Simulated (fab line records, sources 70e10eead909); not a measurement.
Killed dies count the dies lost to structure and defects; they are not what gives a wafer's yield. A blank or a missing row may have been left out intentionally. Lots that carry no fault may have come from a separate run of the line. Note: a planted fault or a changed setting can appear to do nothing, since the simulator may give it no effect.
2 desks looking at one fault	flow nandHarc	only its own numbers are on each desk; what lay behind them is given at the end

DESK OF THE TOOL OWNER: rieDiel-11
The tool's own readings at NHARC_P_M1_ETCH_28 (etches the open film in CF4/N2, target depth 30 nm, time 72.99 s): means of the sampled wafers that have a number, for each lot that ran on this tool. If a lot's mean is further than 4 standard deviations from the usual mean, the lot is out of limits and carries the mark OUT (the distance appears in the brackets).
Columns: A = drypumpMotorCurrentA at NHARC_P_M1_ETCH_28, usual 5.8 A; B = oesProductAu at NHARC_P_M1_ETCH_28, usual 1.004 a.u.; C = rfVppV at NHARC_P_M1_ETCH_28, usual 313.8 V; D = runLengthS at NHARC_P_M1_ETCH_28, usual 94.1 s; E = showerheadPlenumPTorr at NHARC_P_M1_ETCH_28, usual 2.60 Torr; F = throttleValvePct at NHARC_P_M1_ETCH_28, usual 19.793 %
lot	first seen here	A	B	C	D	E	F
L246	day 7 01:25	5.8	1.000	312.7	94.0	2.56	19.797
L247	day 7 14:21	5.6	1.014	313.6	94.1	2.59	19.799
L248	day 7 16:49	5.9	1.010	314.1	94.1	2.59	19.792
L253	day 9 16:05	5.5	0.998	313.3	78.1 (-34) OUT	2.54	19.792
L255	day 9 18:53	5.9	0.998	313.4	78.8 (-33) OUT	2.59	19.785
This desk's verdict: out of limits on L253, L255, starting with L253 at day 9 16:05 (runLengthS at NHARC_P_M1_ETCH_28). L246, L247, L248 stayed within limits.

THE DEFECT DESK
What the inspections along the route counted, lot by lot: means of the sampled wafers that have a number. If a lot's mean is further than 4 standard deviations from the usual mean, the lot is out of limits and carries the mark OUT (the distance appears in the brackets).
Columns: A = rawDefectCount at NHARC_P_M1_INSPECT_27, usual 324
lot	first seen here	A
L244	day 6 16:57	267
L246	day 7 03:23	466
L247	day 7 16:26	361
L248	day 7 18:56	215
L251	day 8 19:56	394
L253	day 9 18:04	391
L255	day 9 20:50	307
L256	day 10 08:45	243
L259	day 10 12:49	231
L262	day 11 00:49	231
L264	day 11 15:44	410
This desk found nothing out of limits on any of the 11 lots.

TAKEN TOGETHER
An alarm could have come from the tool owner's desk at day 9 16:05, on L253, L255.
Nothing out of limits was seen by the defect desk.
The defect desk has L253, L255 on record, within its limits.
All the named lots went through NHARC_P_M1_ETCH_28 on rieDiel-11.

WHAT THE SIMULATOR PUT IN
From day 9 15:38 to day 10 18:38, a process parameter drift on rieDiel-11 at NHARC_P_M1_ETCH_28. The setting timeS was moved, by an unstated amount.
Lots struck among those shown: L253, L255.
How many hours passed from the start of the fault until each desk's first out-of-limits reading: the tool owner's desk, 0.
